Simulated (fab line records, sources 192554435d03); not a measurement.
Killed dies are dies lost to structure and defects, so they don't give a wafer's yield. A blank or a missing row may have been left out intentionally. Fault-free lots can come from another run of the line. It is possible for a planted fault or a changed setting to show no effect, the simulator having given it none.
Check of tool commonality / flow n5Finfet / 10 lots, 30 wafers sampled

## REASON IT WAS OPENED
At N5_BEOL_M2_THK_MEAS_01 the reading M2_ILD_THK is flagged on 2 of 10 lots. Wafers without a fault read 79.0 nm, standard deviation 0.99.
Rule: flag the lot when none of its wafers has a number, or when each of its wafers that has one lies beyond 4 standard deviations from that mean. The other lots count as sound.

lot=L921; measured=day 7 04:53; on=filmMetro-02; M2_ILD_THK (nm), wafer by wafer=78.2 77.3 78.8; flag=
lot=L920; measured=day 7 04:58; on=filmMetro-02; M2_ILD_THK (nm), wafer by wafer=76.7 79.4 78.5; flag=
lot=L926; measured=day 8 02:04; on=filmMetro-01; M2_ILD_THK (nm), wafer by wafer=158.9 159.7 160.2; flag=FLAGGED
lot=L925; measured=day 8 04:32; on=filmMetro-02; M2_ILD_THK (nm), wafer by wafer=77.5 79.0 78.0; flag=
lot=L927; measured=day 9 00:24; on=filmMetro-01; M2_ILD_THK (nm), wafer by wafer=78.8 80.3 81.0; flag=
lot=L930; measured=day 9 21:32; on=filmMetro-01; M2_ILD_THK (nm), wafer by wafer=78.2 79.4 79.2; flag=
lot=L937; measured=day 11 07:17; on=filmMetro-02; M2_ILD_THK (nm), wafer by wafer=158.6 161.1 162.4; flag=FLAGGED
lot=L940; measured=day 11 10:11; on=filmMetro-02; M2_ILD_THK (nm), wafer by wafer=78.6 78.7 79.4; flag=
lot=L941; measured=day 11 19:28; on=filmMetro-02; M2_ILD_THK (nm), wafer by wafer=78.8 80.6 80.7; flag=
lot=L942; measured=day 12 14:10; on=filmMetro-01; M2_ILD_THK (nm), wafer by wafer=78.3 80.0 79.6; flag=
The mean of the flagged lots' numbers is 160.2 nm, +81.2 nm from the usual (+82 standard deviations).

## TOOL THAT RAN EACH LOT
The record holds 3 process steps before the reading, out of a route of 1938 steps. In each cell: the tool, then ch and the chambers that the sampled wafers went through, then the start.
lot=L921; flag=; N5_BEOL_M1_PRE_CLEAN_60=cvdCo-01 ch 0,2, day 7 04:32; N5_BEOL_M1_CO_CAP_55=cvdCo-01 ch 0,2, day 7 04:35; N5_BEOL_M2_ILD_DEP_00=pecvd-02 ch 1,2, day 7 04:50
lot=L920; flag=; N5_BEOL_M1_PRE_CLEAN_60=cvdCo-02 ch 0,1,2, day 7 04:37; N5_BEOL_M1_CO_CAP_55=cvdCo-02 ch 0,1,2, day 7 04:40; N5_BEOL_M2_ILD_DEP_00=pecvd-03 ch 0,2, day 7 04:55
lot=L926; flag=FLAGGED; N5_BEOL_M1_PRE_CLEAN_60=cvdCo-01 ch 0,2, day 8 01:23; N5_BEOL_M1_CO_CAP_55=cvdCo-01 ch 0,2, day 8 01:27; N5_BEOL_M2_ILD_DEP_00=pecvd-03 ch 0,1,2, day 8 01:44
lot=L925; flag=; N5_BEOL_M1_PRE_CLEAN_60=cvdCo-01 ch 0,1,2, day 8 04:10; N5_BEOL_M1_CO_CAP_55=cvdCo-01 ch 0,1,2, day 8 04:13; N5_BEOL_M2_ILD_DEP_00=pecvd-04 ch 2, day 8 04:28
lot=L927; flag=; N5_BEOL_M1_PRE_CLEAN_60=cvdCo-02 ch 0,2, day 9 00:02; N5_BEOL_M1_CO_CAP_55=cvdCo-02 ch 0,2, day 9 00:05; N5_BEOL_M2_ILD_DEP_00=pecvd-03 ch 0,2, day 9 00:20
lot=L930; flag=; N5_BEOL_M1_PRE_CLEAN_60=cvdCo-02 ch 0,1, day 9 21:10; N5_BEOL_M1_CO_CAP_55=cvdCo-02 ch 0,1, day 9 21:13; N5_BEOL_M2_ILD_DEP_00=pecvd-02 ch 0,1, day 9 21:28
lot=L937; flag=FLAGGED; N5_BEOL_M1_PRE_CLEAN_60=cvdCo-02 ch 0,1, day 11 06:42; N5_BEOL_M1_CO_CAP_55=cvdCo-02 ch 0,1, day 11 06:44; N5_BEOL_M2_ILD_DEP_00=pecvd-02 ch 0,2, day 11 06:59
lot=L940; flag=; N5_BEOL_M1_PRE_CLEAN_60=cvdCo-02 ch 1,2, day 11 09:50; N5_BEOL_M1_CO_CAP_55=cvdCo-02 ch 1,2, day 11 09:52; N5_BEOL_M2_ILD_DEP_00=pecvd-04 ch 1,2, day 11 10:07
lot=L941; flag=; N5_BEOL_M1_PRE_CLEAN_60=cvdCo-01 ch 0,1,2, day 11 19:07; N5_BEOL_M1_CO_CAP_55=cvdCo-01 ch 0,1,2, day 11 19:09; N5_BEOL_M2_ILD_DEP_00=pecvd-03 ch 0,1,2, day 11 19:24
lot=L942; flag=; N5_BEOL_M1_PRE_CLEAN_60=cvdCo-01 ch 0,2, day 12 13:49; N5_BEOL_M1_CO_CAP_55=cvdCo-01 ch 0,2, day 12 13:52; N5_BEOL_M2_ILD_DEP_00=pecvd-03 ch 1,2, day 12 14:07
What these steps do:
- N5_BEOL_M1_PRE_CLEAN_60: time 15 s.
- N5_BEOL_M1_CO_CAP_55: material Co, precursor CCTBA/H2, target thk 2 nm, time 102.1 s.
- N5_BEOL_M2_ILD_DEP_00: deposits SiOC from DEMS/O2, target thk 79 nm, time 15.3 s.
- N5_BEOL_M2_THK_MEAS_01

## FLAGGED OVER TOTAL, TOOL BY TOOL (the gauges that took the reading come last)
step=N5_BEOL_M1_PRE_CLEAN_60; tool=cvdCo-01; lots run=5; flagged=1; share of the flagged lots=some; sound lots run after its first flagged lot=3 (L925,L941,L942)
step=N5_BEOL_M1_PRE_CLEAN_60; tool=cvdCo-02; lots run=5; flagged=1; share of the flagged lots=some; sound lots run after its first flagged lot=1 (L940)
step=N5_BEOL_M1_CO_CAP_55; tool=cvdCo-01; lots run=5; flagged=1; share of the flagged lots=some; sound lots run after its first flagged lot=3 (L925,L941,L942)
step=N5_BEOL_M1_CO_CAP_55; tool=cvdCo-02; lots run=5; flagged=1; share of the flagged lots=some; sound lots run after its first flagged lot=1 (L940)
step=N5_BEOL_M2_ILD_DEP_00; tool=pecvd-02; lots run=3; flagged=1; share of the flagged lots=some; sound lots run after its first flagged lot=0
step=N5_BEOL_M2_ILD_DEP_00; tool=pecvd-03; lots run=5; flagged=1; share of the flagged lots=some; sound lots run after its first flagged lot=3 (L927,L941,L942)
step=N5_BEOL_M2_ILD_DEP_00; tool=pecvd-04; lots run=2; flagged=0; share of the flagged lots=none; sound lots run after its first flagged lot=-
step=N5_BEOL_M2_THK_MEAS_01; tool=filmMetro-01; lots run=4; flagged=1; share of the flagged lots=some; sound lots run after its first flagged lot=3 (L927,L930,L942)
step=N5_BEOL_M2_THK_MEAS_01; tool=filmMetro-02; lots run=6; flagged=1; share of the flagged lots=some; sound lots run after its first flagged lot=2 (L940,L941)

## THE TABLE: WHAT IT ALLOWS
No row of the table ran every flagged lot.

## WHAT HAD BEEN PUT IN BY THE SIMULATOR
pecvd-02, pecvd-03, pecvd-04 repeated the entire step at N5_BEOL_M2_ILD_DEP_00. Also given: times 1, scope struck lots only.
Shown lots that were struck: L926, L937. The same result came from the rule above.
